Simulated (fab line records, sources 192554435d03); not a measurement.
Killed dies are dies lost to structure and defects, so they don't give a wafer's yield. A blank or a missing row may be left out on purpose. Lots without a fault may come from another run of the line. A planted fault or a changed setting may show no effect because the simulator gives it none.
A struck lot beside a sound one | flow n5_finfet | 17 steps out of a route of 1938
Sound: wafers L889.1, L889.4, L889.6. Struck: wafers L900.1, L900.5, L900.6. The cause comes at the end.
At each step with rows: each side's tool, then ch and its chambers, then its first start. Under that, the readings that differ: sound wafers | struck wafers | difference of the means | sigmas: that difference in standard deviations of wafers without a fault.
alike: readings whose means differ by less than 2 such deviations, and words and numbers that are the same on both sides. not compared: withheld readings, readings that some wafer has no value for, bounds like >300 that may hide the same value, and numbers for which the record gives no deviation and whose values overlap.
The two part at a step that has a row with sigmas, a row that says differs or no value, or rows on one side only. Numbers that don't overlap but have no deviation are shown without sigmas and don't part them. A reading that every wafer of one side lacks parts them only if that side has two wafers or more.

first, 4 steps without rows for these wafers: N5_BEOL_M11_HM_STRIP_39 (strips TiN in peroxide tin strip, target depth 25 nm, time 158 s); N5_BEOL_M11_SRD_40 (time 30 s); N5_BEOL_M11_PRECLEAN_42 (cleans in residue remover, time 60 s); N5_BEOL_M11_SRD_43 (time 30 s).
N5_BEOL_M11_CD_MEAS_35: target cd 70 nm.
  sound on cd_sem-03, day 11 15:31; struck on cd_sem-01, day 15 03:32
  alike: cd_nm
then, 1 step without rows for these wafers: N5_BEOL_M11_CURE_72 (cures SiCOH lowk, time 120 s).
N5_BEOL_M11_DEGAS_44: time 60 s.
  sound on pvd_sputter-02, day 11 16:08; struck on pvd_sputter-01, day 15 04:16
  alike: heater_power_w
N5_BEOL_M11_PRE_CLEAN_45: time 30 s.
  sound on pvd_sputter-02, day 11 16:10; struck on pvd_sputter-01, day 15 04:19
  alike: heater_power_w
then, 1 step without rows for these wafers: N5_BEOL_M11_ALD_74 (deposits TaN, target thk 2 nm, pulse time 2 s, purge time 3 s).
N5_BEOL_M11_SURFACE_TREAT_76:
  sound on pvd_sputter-02, day 11 16:38; struck on pvd_sputter-01, day 15 05:03
  not compared: throttle_valve_pct
then, 1 step without rows for these wafers: N5_BEOL_M11_CVD_75 (deposits Co from CCTBA/H2, target thk 2 nm, time 138.9 s).
N5_BEOL_M11_SPUTTER_48: material Cu, target thk 12 nm, time 2 s.
  sound on pvd_sputter-02, day 11 16:52; struck on pvd_sputter-01, day 15 05:20
  alike: chamber_pressure_pa, throttle_valve_pct
N5_BEOL_M11_ECD_50: material Cu, target thk 318 nm.
  sound on ecd_cu-02 ch 0,1, day 11 16:59; struck on ecd_cu-02 ch 0,1, day 15 05:27
  reading                                 | sound           | struck          | difference | sigmas
  model.Cu_of_BEOL_M11_ECD_50.thk_nm (nm) | 316.6 320 319.4 | 160.6 155 154.6 | -161.9     |
N5_BEOL_M11_ANNEAL_51: time 90 s.
  sound on rtp_anneal-01 ch 0, day 11 17:06; struck on rtp_anneal-02 ch 0, day 15 05:38
  alike: wafer_temp_C_max
N5_BEOL_M11_CMP_52: polishes, stops on SiCOH lowk, t overpolish 7 s, target thk 140 nm.
  sound on cmp-02 ch 1,3, day 11 17:23; struck on cmp-01 ch 0,3, day 15 05:58
  reading                | sound          | struck         | difference | sigmas
  time_to_endpoint_s (s) | 62.1 60.6 61.3 | 34.2 32.0 33.6 | -28.1      | -10
  alike: motor_current_A
  not compared: pad_life_wafers
N5_BEOL_M11_THK_MEAS_53: measures by xrf.
  sound on film_metro-01, day 11 17:41; struck on film_metro-01, day 15 06:13
  alike: M11_THK
N5_PASSIVATION_PROBE_49:
  the record has rows for the sound wafers here (prober-01, day 13 20:25) and none for the struck ones

WHERE THEY PART
First at N5_BEOL_M11_CMP_52; last, within this record, at N5_PASSIVATION_PROBE_49.

WHY: what the simulator had put in
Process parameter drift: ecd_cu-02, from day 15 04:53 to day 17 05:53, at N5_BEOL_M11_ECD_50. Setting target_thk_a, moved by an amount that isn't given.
